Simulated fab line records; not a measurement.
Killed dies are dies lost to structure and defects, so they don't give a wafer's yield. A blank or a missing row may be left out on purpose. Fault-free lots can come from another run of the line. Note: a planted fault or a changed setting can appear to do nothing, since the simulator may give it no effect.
What tool caused it?    flow n5_finfet    24 lots with 72 wafers sampled at 3 steps, on a route of 1938 steps

WHAT EACH GAUGE READ, for each wafer
N5_BEOL_M3_CD_MEAS_18: pitch 36 nm, target cd 18 nm.
lot   measured      on         cd_nm (nm)
L074  day 6 19:13   cd_sem-03  18.1 18.5 18.8
L075  day 7 02:29   cd_sem-01  19.0 18.4 18.7
L076  day 7 10:16   cd_sem-02  17.7 17.7 17.8
L077  day 7 12:34   cd_sem-01  17.9 17.8 17.7
L078  day 7 18:41   cd_sem-03  17.7 17.6 18.1
L079  day 8 01:58   cd_sem-03  18.0 18.3 18.5
L080  day 8 05:09   cd_sem-03  17.5 17.9 17.7
L081  day 8 18:40   cd_sem-01  17.8 18.4 18.1
L082  day 9 05:44   cd_sem-02  18.3 18.3 17.7
L083  day 9 23:06   cd_sem-02  17.7 18.0 18.2
L084  day 10 00:23  cd_sem-02  17.7 18.3 18.1
L085  day 10 03:53  cd_sem-03  17.9 17.3 17.4
L086  day 10 04:24  cd_sem-01  17.2 17.9 17.8
L088  day 10 09:44  cd_sem-03  18.0 17.7 17.5
L087  day 10 13:22  cd_sem-01  17.7 18.1 17.9
L089  day 10 20:24  cd_sem-02  18.5 18.6 18.3
L090  day 10 21:35  cd_sem-03  17.2 17.8 17.4
L091  day 11 04:20  cd_sem-02  17.4 17.9 17.1
L092  day 11 18:39  cd_sem-02  17.6 18.2 17.9
L094  day 12 00:30  cd_sem-02  17.5 17.5 17.6
L093  day 12 05:28  cd_sem-03  17.9 17.7 17.9
L095  day 12 17:21  cd_sem-03  17.4 18.0 17.8
L096  day 12 17:22  cd_sem-02  17.9 17.9 18.2
L097  day 12 20:28  cd_sem-02  18.4 18.3 18.2

N5_BEOL_M3_OVL_MEAS_29.
lot   measured      on          V2_OVL (nm)
L074  day 6 19:42   overlay-01  0.1 -0.2 0.2
L075  day 7 02:58   overlay-01  1.2 0.5 -0.1
L076  day 7 10:45   overlay-02  0.1 0.1 -0.4
L077  day 7 13:02   overlay-02  0.4 -0.5 -0.6
L078  day 7 19:02   overlay-01  0.3 -0.5 -0.5
L079  day 8 02:26   overlay-01  -0.1 -0.9 0.1
L080  day 8 05:38   overlay-02  0.4 -0.3 -0.8
L081  day 8 19:08   overlay-02  0.0 0.8 0.0
L082  day 9 06:05   overlay-01  -0.6 -0.3 -0.9
L083  day 9 23:27   overlay-01  -0.3 -0.2 -0.5
L084  day 10 00:51  overlay-01  -0.5 -0.5 -0.1
L085  day 10 04:15  overlay-02  0.8 0.6 0.2
L086  day 10 04:53  overlay-01  0.6 0.3 0.1
L088  day 10 10:05  overlay-02  -0.4 -0.5 -0.3
L087  day 10 13:43  overlay-01  -0.3 0.0 -0.1
L089  day 10 20:53  overlay-02  1.0 1.0 1.1
L090  day 10 22:04  overlay-02  0.3 -0.8 -0.3
L091  day 11 04:41  overlay-02  -0.4 -0.6 -1.2
L092  day 11 19:00  overlay-01  0.4 0.4 0.9
L094  day 12 01:00  overlay-02  1.2 0.5 0.1
L093  day 12 05:57  overlay-02  -0.4 -0.6 -0.3
L095  day 12 17:49  overlay-01  0.4 0.4 0.9
L096  day 12 17:53  overlay-02  0.3 0.7 0.8
L097  day 12 20:49  overlay-02  -0.5 0.0 -0.1

EACH LOT AND THE TOOL THAT RAN IT (in order: tool; ch and the chambers of the sampled wafers; start)
lot   N5_BEOL_M3_ETCH_64
L074  rie_diel-02 ch 1,3, day 6 18:52
L075  rie_diel-06 ch 0,2, day 7 02:08
L076  rie_diel-05 ch 0,1,3, day 7 09:56
L077  rie_diel-05 ch 0,1,2, day 7 12:13
L078  rie_diel-05 ch 2,3, day 7 18:20
L079  rie_diel-02 ch 0,1,3, day 8 01:28
L080  rie_diel-06 ch 1,2,3, day 8 04:48
L081  rie_diel-05 ch 1,2,3, day 8 18:19
L082  rie_diel-06 ch 0,3, day 9 05:23
L083  rie_diel-05 ch 0,1,3, day 9 22:36
L084  rie_diel-02 ch 1,3, day 10 00:01
L085  rie_diel-02 ch 1,3, day 10 03:31
L086  rie_diel-05 ch 0,1,2, day 10 04:03
L088  rie_diel-05 ch 0,2, day 10 09:23
L087  rie_diel-02 ch 0,3, day 10 13:01
L089  rie_diel-06 ch 2,3, day 10 20:02
L090  rie_diel-06 ch 0,1, day 10 21:13
L091  rie_diel-06 ch 0,1,3, day 11 03:58
L092  rie_diel-05 ch 0,2,3, day 11 18:18
L094  rie_diel-05 ch 0,3, day 12 00:09
L093  rie_diel-06 ch 0,3, day 12 05:07
L095  rie_diel-05 ch 0,1,2, day 12 16:56
L096  rie_diel-06 ch 0,2,3, day 12 16:58
L097  rie_diel-06 ch 0,2,3, day 12 20:06
- N5_BEOL_M3_ETCH_64: etches SOC in N2/H2, target depth 75 nm, overetch 15 nm, time 112.5 s.

AS READ BY THE TOOLS THEMSELVES (means over the sampled wafers that have a number; for cases with no such wafer, the mark the record gives instead)
N5_BEOL_M3_ETCH_64.
lot   tool         drypump_motor_current_A (A)  oes_product_au (a.u.)  rf_vpp_V (V)  showerhead_plenum_p_Torr (Torr)  throttle_valve_pct (%)
L074  rie_diel-02  5.6                          0.58                   525           2.57                             18.17
L075  rie_diel-06  5.4                          0.57                   521           2.46                             17.84
L076  rie_diel-05  5.8                          0.62                   524           2.55                             17.87
L077  rie_diel-05  5.6                          0.61                   524           2.55                             18.14
L078  rie_diel-05  5.2                          0.58                   526           2.65                             18.24
L079  rie_diel-02  5.4                          0.57                   523           2.56                             18.19
L080  rie_diel-06  6.3                          0.61                   526           2.62                             17.80
L081  rie_diel-05  5.4                          0.61                   526           2.63                             18.04
L082  rie_diel-06  5.6                          0.58                   523           2.49                             17.73
L083  rie_diel-05  5.8                          0.60                   524           2.54                             17.91
L084  rie_diel-02  5.6                          0.70                   527           2.69                             18.13
L085  rie_diel-02  5.6                          0.70                   528           2.69                             18.14
L086  rie_diel-05  5.6                          0.60                   524           2.54                             18.16
L088  rie_diel-05  5.7                          0.56                   522           2.48                             18.24
L087  rie_diel-02  5.3                          0.58                   526           2.63                             18.05
L089  rie_diel-06  6.1                          0.69                   524           2.55                             17.73
L090  rie_diel-06  6.1                          0.64                   525           2.60                             17.60
L091  rie_diel-06  6.1                          0.61                   524           2.58                             17.68
L092  rie_diel-05  5.6                          0.56                   523           2.56                             18.14
L094  rie_diel-05  5.8                          0.57                   523           2.57                             17.87
L093  rie_diel-06  5.6                          0.57                   523           2.48                             17.77
L095  rie_diel-05  5.6                          0.58                   523           2.54                             18.20
L096  rie_diel-06  5.8                          0.62                   523           2.51                             17.76
L097  rie_diel-06  5.8                          0.61                   522           2.51                             17.77

THE ANSWER, worked out from the rows above alone
Rule: the lots themselves supply what counts as usual. Put in order of their means at a reading, lots are off if they are a third of the lots or fewer, leave a main group of 4 or more, and stand apart from it by a gap of 3 or more times the standard deviation of the main group's means; of several such gaps the widest counts. Not used: any main group whose means are identical at the precision the tables above print for the reading. Also off: a lot with no number at a reading for which 4 or more lots have one. The other lots that the step has rows for count as sound. Order of review: gauges by route order, followed by the tools' own readings, for which a lot's mean as printed above is used. The first step at which some lot is off is used, and at that step the reading that is off furthest; a lot without a number counts as furthest.
Across all readings shown, no lot is off: no conclusion can be drawn from this.

WHAT THE SIMULATOR HAD INSERTED
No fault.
